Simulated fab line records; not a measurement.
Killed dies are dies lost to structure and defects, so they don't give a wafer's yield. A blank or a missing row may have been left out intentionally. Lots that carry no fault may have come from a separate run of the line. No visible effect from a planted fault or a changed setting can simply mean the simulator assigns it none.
Split-lot study | flow n5-finfet | on a route of 1938 steps: 7 lots, 39 wafers read

## THE SPLIT ITSELF
At N5_SD_EPI_N_ETCH_16 (etches SiO2 in CHF3/O2, target depth 5 nm), the setting target-depth-a was moved away from the recipe's 50 angstrom on 18 of the 39 wafers read, by -11.9% to +9.7%. All remaining wafers had this setting at the recipe value.

The split's own step is where the reading is taken.

## THE READING
etch.depth-nm (the simulator's own value, which no gauge read), in nm, at N5_SD_EPI_N_ETCH_16 (etches SiO2 in CHF3/O2, target depth 5 nm). No usual value for it is given in the file. Here, 21 wafers ran the recipe; their average is 4.984 nm with a standard deviation of 0.082 nm.

wafer  | tool, chamber at the split | target-depth-a as run, angstrom | against the recipe | etch.depth-nm, nm | against lot-mates on the recipe
L079.1 | rie-diel-01, 2             | 53.62                           | +7.2%              | 5.554             | +0.491
L079.2 | rie-diel-01, 3             | 50                              | recipe             | 4.996             | -
L079.3 | rie-diel-01, 0             | 53.62                           | +7.2%              | 5.264             | +0.201
L079.4 | rie-diel-01, 2             | 50                              | recipe             | 5.171             | -
L079.5 | rie-diel-01, 3             | 50                              | recipe             | 5.023             | -
L079.6 | rie-diel-01, 0             | 53.62                           | +7.2%              | 5.253             | +0.190
L082.1 | rie-diel-01, 2             | 45.9                            | -8.2%              | 4.729             | -0.199
L082.2 | rie-diel-01, 1             | 50                              | recipe             | 4.959             | -
L082.3 | rie-diel-01, 0             | 45.9                            | -8.2%              | 4.485             | -0.443
L082.4 | rie-diel-01, 3             | 45.9                            | -8.2%              | 4.63              | -0.298
L082.5 | rie-diel-01, 1             | 50                              | recipe             | 4.928             | -
L082.6 | rie-diel-01, 0             | 50                              | recipe             | 4.898             | -
L086.1 | rie-diel-06, 3             | 51.74                           | +3.5%              | 5.092             | +0.060
L086.2 | rie-diel-06, 2             | 51.74                           | +3.5%              | 5.096             | +0.064
L086.3 | rie-diel-06, 1             | 51.74                           | +3.5%              | 5.314             | +0.282
L086.4 | rie-diel-06, 0             | 50                              | recipe             | 5.072             | -
L086.5 | rie-diel-06, 2             | 50                              | recipe             | 4.927             | -
L086.6 | rie-diel-06, 1             | 50                              | recipe             | 5.098             | -
L089.1 | rie-diel-03, 3             | 50                              | recipe             | 5.136             | -
L089.2 | rie-diel-03, 1             | 50                              | recipe             | 5.05              | -
L089.3 | rie-diel-03, 0             | 50                              | recipe             | 4.962             | -
L089.4 | rie-diel-03, 2             | 44.04                           | -11.9%             | 4.522             | -0.527
L089.5 | rie-diel-03, 3             | 44.04                           | -11.9%             | 4.546             | -0.503
L089.6 | rie-diel-03, 2             | 44.04                           | -11.9%             | 4.533             | -0.516
L093.1 | rie-diel-01, 3             | 52.78                           | +5.6%              | 5.273             | +0.307
L093.2 | rie-diel-01, 0             | 50                              | recipe             | 4.942             | -
L093.3 | rie-diel-01, 2             | 52.78                           | +5.6%              | 5.432             | +0.466
L093.4 | rie-diel-01, 1             | 50                              | recipe             | 4.997             | -
L093.5 | rie-diel-01, 3             | 50                              | recipe             | 4.959             | -
L093.6 | rie-diel-01, 0             | 52.78                           | +5.6%              | 5.222             | +0.256
L096.1 | rie-diel-06, 3             | 50                              | recipe             | 4.864             | -
L096.2 | rie-diel-06, 2             | 50                              | recipe             | 4.871             | -
L096.3 | rie-diel-06, 0             | 54.83                           | +9.7%              | 5.614             | +0.696
L096.4 | rie-diel-06, 1             | 50                              | recipe             | 5.02              | -
L096.5 | rie-diel-06, 1             | 54.83                           | +9.7%              | 5.52              | +0.602
L096.6 | rie-diel-06, 2             | 54.83                           | +9.7%              | 5.368             | +0.450
L097.1 | rie-diel-01, 1             | 50                              | recipe             | 4.918             | -
L097.4 | rie-diel-01, 0             | 50                              | recipe             | 4.974             | -
L097.5 | rie-diel-01, 1             | 50                              | recipe             | 4.909             | -

FIT RESULTS
A straight line over all 39 wafers: etch.depth-nm changes by +0.0462 nm for each +1% of target-depth-a; r = +0.94; the points scatter about the line by 0.099 nm.
The same after taking each lot's own level away (the mean of its wafers on the recipe; 39 wafers): +0.0471 nm for each +1%; r = +0.94; scatter 0.095 nm.
That fit puts the effect of the largest move of target-depth-a on the reading at 0.56 nm.
The lots' own levels span 4.9183 to 5.0633 nm, that is 1.8 times the standard deviation above.
Consequently the slope shifts little with the lot-to-lot level, the two slopes agreeing.
Check: for one of the wafers moved furthest among these (-11.9%), held out of the fit, the line's prediction against its lot-mates is -0.544 nm. It came out at -0.527 nm against them.

## ADDITIONAL SPLITS CARRIED BY THESE WAFERS
Before the reading, these wafers also passed through other splits. Each is held against what the fit with the lots' levels taken away leaves over:
other split on the same wafers  | wafers away from the commonest value | r with etch.depth-nm (lot level and that fit taken away)
N5_DUMMY_GATE_EXPOSE_12 dose-mj | 12                                   | -0.09

## THE FILE'S OWN FIT
etch.depth-nm changes by +0.0473 nm for each +1% of target-depth-a, r = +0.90.
